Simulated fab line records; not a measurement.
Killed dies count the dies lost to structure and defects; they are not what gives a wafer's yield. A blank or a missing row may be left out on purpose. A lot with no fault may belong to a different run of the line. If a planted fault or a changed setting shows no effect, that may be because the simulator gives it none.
fab line records	flow nand_harc
[record] lots = 14	wafers = 42	last_day = 33
route steps=1302 shown P_ZERO_WELL@19 P_STI@81
lots that met no fault: from a run of the same line without faults
start_h: start of the lot's first displayed wafer, in hours after the record's first day	wait_h: time in hours since the lot's previous step	" unchanged from the row above	L1.1+2: several wafers, shown together as one row	- value missing, or start not given	* or withheld: withheld	< > ~ a bound
route shown NAME@n: names a module that has steps shown in the file, with the first one's number in the route	usual: mean/standard deviation of fault-free wafers	same: alike in all rows	chamber/n: place in a boat	sites: the reading at each site	_std_site: how widely they spread, as a standard deviation	_edge_site: mean of outer sites minus mean of inner sites	radius_mm: for every site, how far away it sits from the centre of the wafer	mask NAME#n: copy n	behind: tool/chamber where the wafer was last shaped	hold: what put the lot on hold/how long, in hours/how the hold closed	device: the transistor (n, p or np) that didn't switch	end of line: the same wafers' tests at the end of the route	where a step has no rows: the recipe by itself	killed: at the first sort, the dies lost to defects and structure; wafer yield is something else	map: a wafer's dies, x killed, . not, _ none there
set.NAME: the setting as run; set.NAME@STEP: as run at that earlier step	model.NAME: the simulator's own value behind a step, which no gauge read
the route's steps for a sample of lots (tables are steps, rows are wafers)
services: the hour from which a tool's chamber was out of use, counted from the record's first day as start_h (under 0 if before that day), plus the number of hours and why
[[steps]]
[step NHARC_P_ZERO_WELL_ETCH_63]
[recipe] target_depth_a = 1200	time_s = 40.1	hbr_flow_sccm = 150	cl2_flow_sccm = 50	rf_w = 400	icp_w = 400	bias_w = 100	chemistry = HBr/Cl2
[usual] drypump_motor_current_A = 5.7/0.38	oes_product_au = 0.999/0.0074	throttle_valve_pct = 26.407/0.0091
lot.wafer	tool	chamber	start_h	wait_h	drypump_motor_current_A	oes_product_au	rf_hours_counter_h	throttle_valve_pct
L507.4	rie_si-04	0	21.65	-	5.7	0.993	0.20	26.399
L507.2	"	2	"	"	5.8	0.999	0.14	26.401
L507.6	"	1	"	"	6.0	0.985	-	26.417
L508.2	rie_si-01	1	31.74	-	5.7	0.990	0.04	26.407
L508.4	"	3	"	"	5.8	1.003	0.08	26.412
L508.6	"	1	"	"	5.7	1.002	-	26.419
L509.4	rie_si-02	3	41.52	-	5.1	1.007	0.67	26.410
L509.1	"	0	"	"	6.1	0.992	0.67	26.411
L509.3	"	2	"	"	5.0	0.995	0.58	26.411
L510.1	rie_si-02	1	51.76	-	5.6	0.987	0.63	26.417
L510.2	"	2	"	"	5.0	0.987	0.60	26.406
L510.4	"	3	"	"	5.1	1.006	0.72	26.398
L511.1	rie_si-01	1	61.66	-	5.7	1.000	0.21	26.396
L511.4	"	2	"	"	5.5	0.994	0.24	26.407
L511.6	"	1	"	"	5.7	0.984	-	26.417
L512.2	rie_si-01	1	71.67	-	5.7	0.978	0.29	26.398
L512.1	"	2	"	"	5.5	0.996	0.30	26.412
L512.6	"	0	"	"	6.4	0.997	-	26.407
L514.4	rie_si-04	0	91.67	-	5.7	0.995	0.54	26.411
L514.2	"	2	"	"	5.8	0.993	0.49	26.407
L514.6	"	0	"	"	5.7	0.995	-	26.427
L515.1	rie_si-04	0	101.76	-	5.7	0.997	0.64	26.416
L515.4	"	1	"	"	6.0	0.994	0.54	26.418
L515.5	"	0	"	"	5.7	0.996	-	26.425
L516.1	rie_si-01	3	111.75	-	5.8	1.006	0.47	26.415
L516.2	"	0	"	"	6.4	0.995	0.55	26.411
L516.5	"	2	"	"	5.5	0.978	-	26.393
L518.2	rie_si-01	1	131.81	-	5.7	0.997	0.75	26.408
L518.1	"	2	"	"	5.5	0.992	0.64	26.408
L518.5	"	1	"	"	5.7	0.997	-	26.405
L522.1	rie_si-02	3	171.75	-	5.0	1.001	0.34	26.403
L522.3	"	0	"	"	6.1	1.011	0.28	26.396
L522.6	"	3	"	"	5.1	1.001	-	26.395
L525.3	rie_si-02	1	201.62	-	5.6	1.005	0.50	26.394
L525.4	"	2	"	"	5.0	1.005	0.56	26.393
L525.6	"	2	"	"	5.0	1.000	-	26.411
L526.1	rie_si-04	1	211.66	-	6.0	0.991	0.23	26.409
L526.3	"	3	"	"	5.5	0.998	0.23	26.412
L526.4	"	1	"	"	6.0	0.990	-	26.428
L529.2	rie_si-02	1	241.72	-	5.5	0.989	0.83	26.405
L529.4	"	0	"	"	6.1	1.003	-	26.411
L529.6	"	0	"	"	6.0	0.994	-	26.405
[step NHARC_P_ZERO_WELL_DESCUM_39]
[recipe] time_s = 3	o2_flow_sccm = 200	ar_flow_sccm = 0	bias_power_w = 0	chemistry = O2
[usual] drypump_motor_current_A = 5.50/0.29	oes_product_au = 1.001/0.0078	rf_vpp_V = 57.7/0.84	showerhead_plenum_p_Torr = 1.89/0.066	throttle_valve_pct = 11.311/0.0085
lot.wafer	tool	chamber	start_h	wait_h	drypump_motor_current_A	oes_product_au	rf_hours_counter_h	rf_vpp_V	showerhead_plenum_p_Torr	throttle_valve_pct
L507.2	rie_diel-03	0	24.45	-	4.99	0.999	30	58.8	2.02	11.308
L507.6	"	2	"	"	5.54	1.014	-	57.2	1.92	11.322
L507.4	"	1	"	"	5.32	1.005	-	57.8	1.79	11.303
L508.2	rie_diel-12	1	34.52	-	5.65	1.006	32	57.9	2.01	11.309
L508.4	"	3	"	"	5.50	1.001	29	58.0	1.90	11.303
L508.6	"	1	"	"	5.64	1.003	-	57.8	2.01	11.310
L509.3	rie_diel-08	0	44.13	-	5.63	0.992	6	56.8	1.89	11.303
L509.1	"	1	"	"	6.22	1.005	6	55.2	1.81	11.307
L509.4	"	2	"	"	6.13	0.995	6	57.9	1.81	11.316
L510.2	rie_diel-03	3	54.59	-	5.52	0.999	35	58.3	1.90	11.312
L510.1	"	0	"	"	4.96	1.001	45	57.2	2.01	11.303
L510.4	"	1	"	"	5.31	0.989	42	56.6	1.79	11.301
L511.1	rie_diel-12	0	64.16	-	5.49	1.000	47	58.7	1.93	11.312
L511.4	"	1	"	"	5.64	1.012	46	58.2	2.00	11.315
L511.6	"	0	"	"	5.47	1.008	-	58.8	1.93	11.318
L512.1	rie_diel-12	1	74.29	-	5.64	0.992	48	57.9	2.00	11.308
L512.2	"	3	"	"	5.52	0.998	43	56.2	1.89	11.304
L512.6	"	0	"	"	5.47	0.997	-	58.7	1.93	11.331
L514.2	rie_diel-03	0	94.15	-	4.93	0.996	57	58.3	2.01	11.312
L514.4	"	1	"	"	5.32	0.997	57	57.4	1.79	11.322
L514.6	"	3	"	"	5.50	1.004	-	57.3	1.89	11.306
L515.4	rie_diel-08	0	104.36	-	5.62	0.998	24	57.3	1.88	11.311
L515.1	"	2	"	"	6.11	1.003	26	58.2	1.80	11.304
L515.5	"	0	"	"	5.61	0.987	-	59.5	1.88	11.310
L516.1	rie_diel-12	0	114.35	-	5.51	1.009	7	56.5	1.92	11.309
L516.2	"	1	"	"	5.66	1.009	7	57.6	2.00	11.317
L516.5	"	0	"	"	5.47	1.012	-	56.8	1.92	11.317
L518.1	rie_diel-12	0	134.46	-	5.49	0.998	12	59.3	1.92	11.306
L518.2	"	1	"	"	5.64	1.001	13	58.9	2.00	11.321
L518.5	"	3	"	"	5.50	1.004	-	57.1	1.89	11.324
L522.3	rie_diel-08	0	174.68	-	5.63	1.006	53	58.2	1.87	11.292
L522.1	"	3	"	"	5.44	1.004	53	57.7	1.82	11.321
L522.6	"	3	"	"	5.39	0.996	-	59.3	1.82	11.308
L525.3	rie_diel-12	2	204.11	-	5.20	1.014	28	57.2	1.89	11.311
L525.4	"	3	"	"	5.49	1.018	32	57.5	1.88	11.319
L525.6	"	1	"	"	5.64	0.990	-	57.7	1.99	11.305
L526.3	rie_diel-08	1	214.30	-	6.23	0.981	2	58.0	1.80	11.320
L526.1	"	2	"	"	6.11	0.993	2	56.7	1.79	11.300
L526.4	"	3	"	"	5.39	0.981	3	56.3	1.82	11.300
L529.4	rie_diel-03	0	244.38	-	5.01	1.003	53	57.9	1.99	11.331
L529.2	"	1	"	"	5.31	1.013	54	58.6	1.77	11.311
L529.6	"	1	"	"	5.31	1.006	-	56.9	1.77	11.311
[step NHARC_P_STI_PEB_07]
[recipe] peb_temp_c = 128	peb_time_s = 80
[usual] heater_power_total_W = 189.7/0.78	plate_temp_C = 128.02/0.14
lot.wafer	tool	chamber	start_h	wait_h	heater_power_total_W	plate_temp_C
L507.2	litho_track-03	0	52.87	0.1	190.7	128.18
L507.4	"	0	"	"	190.6	128.03
L507.6	"	0	"	"	189.4	127.97
L508.2	litho_track-07	0	57.70	0.1	190.3	127.75
L508.4	"	0	"	"	189.2	127.92
L508.6	"	0	"	"	189.6	127.69
L509.1	litho_track-02	0	64.17	0.1	190.6	128.10
L509.3	"	0	"	"	189.9	127.94
L509.4	"	0	"	"	190.8	128.34
L510.1	litho_track-07	0	73.30	0.1	190.1	128.15
L510.2	"	0	"	"	190.6	128.12
L510.4	"	0	"	"	189.3	128.37
L511.1	litho_track-07	0	84.67	0.1	189.6	128.15
L511.4	"	0	"	"	190.5	127.98
L511.6	"	0	"	"	189.1	128.13
L512.1	litho_track-07	0	95.55	0.1	189.1	127.76
L512.2	"	0	"	"	190.6	127.82
L512.6	"	0	"	"	189.2	127.76
L514.2	litho_track-03	0	112.27	0.1	190.8	128.07
L514.4	"	0	"	"	190.1	128.05
L514.6	"	0	"	"	190.6	128.15
L515.1	litho_track-07	0	124.77	0.1	190.7	127.91
L515.4	"	0	"	"	189.5	127.93
L515.5	"	0	"	"	190.5	128.18
L516.1	litho_track-03	0	136.67	0.1	190.7	128.12
L516.2	"	0	"	"	189.1	128.21
L516.5	"	0	"	"	188.7	128.12
L518.1	litho_track-03	0	156.79	0.1	190.9	127.85
L518.2	"	0	"	"	189.9	127.93
L518.5	"	0	"	"	189.5	127.91
L522.1	litho_track-07	0	197.75	0.1	190.4	128.14
L522.3	"	0	"	"	190.8	127.92
L522.6	"	0	"	"	188.5	128.01
L525.3	litho_track-07	0	226.42	0.1	196.3	131.57
L525.4	"	0	"	"	197.4	131.72
L525.6	"	0	"	"	196.3	131.61
L526.1	litho_track-07	0	234.64	0.1	195.8	131.67
L526.3	"	0	"	"	197.7	131.52
L526.4	"	0	"	"	196.0	131.48
L529.2	litho_track-03	0	264.26	0.1	188.8	127.90
L529.4	"	0	"	"	189.6	128.13
L529.6	"	0	"	"	190.7	128.17
[step NHARC_P_STI_CD_MEAS_09]
[recipe] target_cd_nm = 200	landing_energy_ev = 500
[usual] cd_nm = 199.8/1.8
lot.wafer	tool	chamber	start_h	wait_h	hold	cd_nm
L507.2	cd_sem-03	0	52.96	-	-	199.2
L507.4	"	0	"	"	-	199.6
L507.6	"	0	"	"	-	198.3
L508.2	cd_sem-02	0	57.79	-	-	202.1
L508.4	"	0	"	"	-	201.8
L508.6	"	0	"	"	-	202.4
L509.1	cd_sem-02	0	64.25	-	-	201.5
L509.3	"	0	"	"	-	201.8
L509.4	"	0	"	"	-	201.9
L510.1	cd_sem-03	0	73.39	-	-	198.0
L510.2	"	0	"	"	-	198.8
L510.4	"	0	"	"	-	198.6
L511.1	cd_sem-01	0	84.75	-	-	202.4
L511.4	"	0	"	"	-	199.5
L511.6	"	0	"	"	-	199.9
L512.1	cd_sem-03	0	95.64	-	-	201.2
L512.2	"	0	"	"	-	200.7
L512.6	"	0	"	"	-	200.2
L514.2	cd_sem-01	0	112.35	-	-	200.7
L514.4	"	0	"	"	-	196.5
L514.6	"	0	"	"	-	198.1
L515.1	cd_sem-02	0	124.86	-	-	203.6
L515.4	"	0	"	"	-	202.0
L515.5	"	0	"	"	-	202.0
L516.1	cd_sem-03	0	136.76	-	-	196.5
L516.2	"	0	"	"	-	198.5
L516.5	"	0	"	"	-	199.6
L518.1	cd_sem-03	0	156.87	-	-	199.5
L518.2	"	0	"	"	-	198.7
L518.5	"	0	"	"	-	198.7
L522.1	cd_sem-01	0	197.84	-	-	200.1
L522.3	"	0	"	"	-	200.4
L522.6	"	0	"	"	-	198.3
L525.3	cd_sem-03	0	226.51	-	await_dispo/0.2h/release	222.0
L525.4	"	0	"	"	await_dispo/0.2h/release	225.5
L525.6	"	0	"	"	await_dispo/0.2h/release	222.6
L525.3	cd_sem-03	0	-	-	-	222.0
L525.4	"	0	"	"	-	225.2
L525.6	"	0	"	"	-	222.4
L526.1	cd_sem-01	0	234.72	-	await_dispo/0.2h/release	221.8
L526.3	"	0	"	"	await_dispo/0.2h/release	219.9
L526.4	"	0	"	"	await_dispo/0.2h/release	220.3
L526.1	cd_sem-01	0	-	-	-	222.2
L526.3	"	0	"	"	-	220.0
L526.4	"	0	"	"	-	220.6
L529.2	cd_sem-03	0	264.35	-	-	201.0
L529.4	"	0	"	"	-	200.6
L529.6	"	0	"	"	-	202.5
[step NHARC_P_STI_OCD_MEAS_17]
[usual] trench_depth_nm = 300.3/2.8	trench_foot_cd_nm = 157.8/1.8
lot.wafer	tool	chamber	start_h	wait_h	hold	trench_depth_nm	trench_foot_cd_nm
L507.2	ocd-02	-	53.74	0.1	-	296.2	158.1
L507.4	"	-	"	"	-	302.6	157.7
L507.6	"	-	"	"	-	297.5	156.8
L508.2	ocd-02	-	58.57	0.1	-	306.5	158.5
L508.4	"	-	"	"	-	301.2	159.4
L508.6	"	-	"	"	-	302.9	160.3
L509.1	ocd-01	-	65.04	0.1	-	299.3	159.4
L509.3	"	-	"	"	-	301.1	159.6
L509.4	"	-	"	"	-	299.6	160.0
L510.1	ocd-02	-	74.21	0.1	-	299.1	155.9
L510.2	"	-	"	"	-	300.2	156.4
L510.4	"	-	"	"	-	296.3	156.9
L511.1	ocd-01	-	85.54	0.1	-	301.1	160.0
L511.4	"	-	"	"	-	306.8	157.2
L511.6	"	-	"	"	-	302.4	157.6
L512.1	ocd-01	-	96.46	0.1	-	300.5	159.0
L512.2	"	-	"	"	-	298.7	158.8
L512.6	"	-	"	"	-	293.8	158.5
L514.2	ocd-02	-	113.14	0.1	-	305.4	158.0
L514.4	"	-	"	"	-	300.6	154.8
L514.6	"	-	"	"	-	301.9	156.1
L515.1	ocd-01	-	125.67	0.1	-	302.9	161.3
L515.4	"	-	"	"	-	304.9	159.5
L515.5	"	-	"	"	-	302.7	159.7
L516.1	ocd-02	-	137.54	0.1	-	298.9	154.9
L516.2	"	-	"	"	-	299.3	156.8
L516.5	"	-	"	"	-	298.3	157.6
L518.1	ocd-01	-	157.66	0.1	-	300.3	157.4
L518.2	"	-	"	"	-	300.3	156.4
L518.5	"	-	"	"	-	295.4	157.7
L522.1	ocd-02	-	198.62	0.1	-	298.2	158.6
L522.3	"	-	"	"	-	300.5	158.2
L522.6	"	-	"	"	-	299.9	156.1
L525.3	ocd-01	-	234.57	3.4	await_dispo/0.2h/release	299.5	180.0
L525.4	"	-	"	"	await_dispo/0.2h/release	305.0	183.6
L525.6	"	-	"	"	await_dispo/0.2h/release	301.7	180.7
L525.3	ocd-01	-	234.75	0.2	-	299.6	179.9
L525.4	"	-	"	"	-	305.1	183.2
L525.6	"	-	"	"	-	300.9	180.5
L526.1	ocd-01	-	239.14	2.1	await_dispo/0.2h/release	300.0	180.4
L526.3	"	-	"	"	await_dispo/0.2h/release	301.4	177.9
L526.4	"	-	"	"	await_dispo/0.2h/release	299.4	178.8
L526.1	ocd-01	-	239.32	0.2	-	299.9	180.4
L526.3	"	-	"	"	-	301.3	178.0
L526.4	"	-	"	"	-	299.6	178.0
L529.2	ocd-01	-	265.20	0.1	-	296.2	159.7
L529.4	"	-	"	"	-	297.8	158.9
L529.6	"	-	"	"	-	297.8	160.5
[step NHARC_P_STI_CMP_21]
[recipe] t_overpolish_s = 20	target_thk_nm = 380.67
[usual] motor_current_A = 12.1/1.1	overpolish_run_s = 20.001/0.0086
lot.wafer	tool	chamber	start_h	wait_h	motor_current_A	overpolish_run_s
L507.2	cmp-03	0	72.27	0.4	10.9	20.012
L507.4	"	2	"	"	12.2	20.001
L507.6	"	1	"	"	13.1	20.011
L508.2	cmp-04	1	72.29	0.4	13.2	20.001
L508.4	"	2	"	"	11.4	20.008
L508.6	"	1	"	"	14.5	19.992
L509.4	cmp-03	2	83.07	0.4	12.6	20.017
L509.1	"	3	"	"	11.7	19.989
L509.3	"	1	"	"	12.5	19.998
L510.1	cmp-02	3	93.35	0.4	12.6	20.008
L510.4	"	0	"	"	11.7	19.996
L510.2	"	1	"	"	10.6	19.995
L511.1	cmp-03	1	103.94	0.4	12.9	20.014
L511.4	"	3	"	"	11.4	19.995
L511.6	"	0	"	"	11.1	19.994
L512.1	cmp-03	1	113.85	0.4	12.7	19.997
L512.2	"	2	"	"	12.1	19.995
L512.6	"	1	"	"	13.1	20.000
L514.4	cmp-02	3	134.00	0.4	12.7	19.985
L514.2	"	0	"	"	12.2	20.008
L514.6	"	2	"	"	13.4	19.996
L515.1	cmp-03	1	145.67	0.4	12.7	19.992
L515.4	"	2	"	"	11.7	19.985
L515.5	"	1	"	"	12.8	20.005
L516.2	cmp-04	0	157.56	0.4	14.7	20.009
L516.1	"	2	"	"	10.3	20.010
L516.5	"	0	"	"	14.7	19.999
L518.2	cmp-03	0	175.16	0.4	11.5	20.011
L518.1	"	1	"	"	13.3	19.992
L518.5	"	1	"	"	13.3	19.994
L522.3	cmp-02	3	220.20	0.4	11.9	20.003
L522.1	"	0	"	"	12.0	19.986
L522.6	"	3	"	"	12.5	19.998
L525.4	cmp-02	0	249.73	0.4	11.7	20.003
L525.3	"	2	"	"	12.6	20.003
L525.6	"	0	"	"	11.9	20.013
L526.3	cmp-04	3	260.06	0.4	10.4	19.998
L526.1	"	0	"	"	13.8	19.998
L526.4	"	2	"	"	11.1	20.008
L529.2	cmp-02	2	282.01	0.4	12.6	19.993
L529.4	"	0	"	"	11.3	20.011
L529.6	"	2	"	"	12.7	20.008
[[services]]
tool	chamber	start_h	hours	kind
rie_si-02	3	1.50	1.2	repair
rie_si-01	-	16.00	9.0	pm
cmp-02	-	40.21	4.0	pm
rie_si-01	-	56.24	0.4	repair
cmp-03	-	64.16	4.0	pm
cmp-02	-	67.86	1.5	repair
cmp-03	-	74.79	0.8	repair
litho_track-07	-	76.00	7.0	pm
cmp-03	-	84.56	3.9	repair
rie_diel-12	-	92.08	9.0	pm
litho_track-03	-	100.00	7.0	pm
rie_si-02	-	100.00	9.0	pm
cmp-03	-	101.81	0.8	repair
cmp-02	-	138.21	4.0	pm
rie_diel-12	2	138.81	5.6	repair
cmp-03	-	159.49	3.0	repair
cmp-03	-	178.45	4.7	repair
cmp-03	-	200.60	0.8	repair
cmp-03	-	245.98	3.4	repair
litho_track-07	-	251.00	7.0	pm
rie_diel-12	3	253.39	6.3	repair
cmp-03	-	260.44	4.0	pm
rie_diel-12	-	269.08	9.0	pm
cmp-03	-	278.25	1.2	repair
[[key]]
[first_sign] step = NHARC_P_STI_PEB_07	reading = plate_temp_C	direction = up	sigmas = 25	usual = *	struck = *
[effect] step = NHARC_P_STI_PEB_07	reading = heater_power_total_W	direction = up	sigmas = 8.8	usual = *	struck = *
[effect] step = NHARC_P_STI_CD_MEAS_09	reading = visit	direction = added	through = control_loop
[effect] step = NHARC_P_STI_CD_MEAS_09	reading = cd_nm	direction = up	sigmas = 13	usual = 199.8	struck = 222.0	through = control_loop
[effect] step = NHARC_P_STI_OCD_MEAS_17	reading = visit	direction = added	through = control_loop
[effect] step = NHARC_P_STI_OCD_MEAS_17	reading = trench_foot_cd_nm	direction = up	sigmas = 12	usual = 157.8	struck = 180.2	through = control_loop
met_at NHARC_P_STI_PEB_07
struck_lots L525,L526
sort_left_out L525.3,L525.4,L525.6,L526.1,L526.3,L526.4
tester_left_out L525,L526
[loop_trim] step = NHARC_P_STI_EXPOSE_06	setting = dose	lots = L526
not_acting_at NHARC_P_ZERO_WELL_ETCH_63,NHARC_P_ZERO_WELL_DESCUM_39,NHARC_P_STI_CMP_21
onset_between 197.75 226.42
[fault] kind = process_parameter_drift	tool = litho_track-07	chamber = -	onset_h = 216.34	steps = NHARC_P_STI_PEB_07	channel = peb_temp_c	offset = *	shape = step	end_h = 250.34	acts_in = *	stated = *
// tester_left_out: of these lots the tester's yield and bins aren't shown, on N5 and GAA mostly nor the transistor test; their killed dies are dies lost to structure and defects alone, not to doping, threshold or leakage, so they don't give the yield
// sort_left_out: the simulated sort isn't trusted on such a fault, so these wafers' sort isn't shown, and their yield isn't known
// loop_trim: a control loop set the setting to another value than it would have without faults
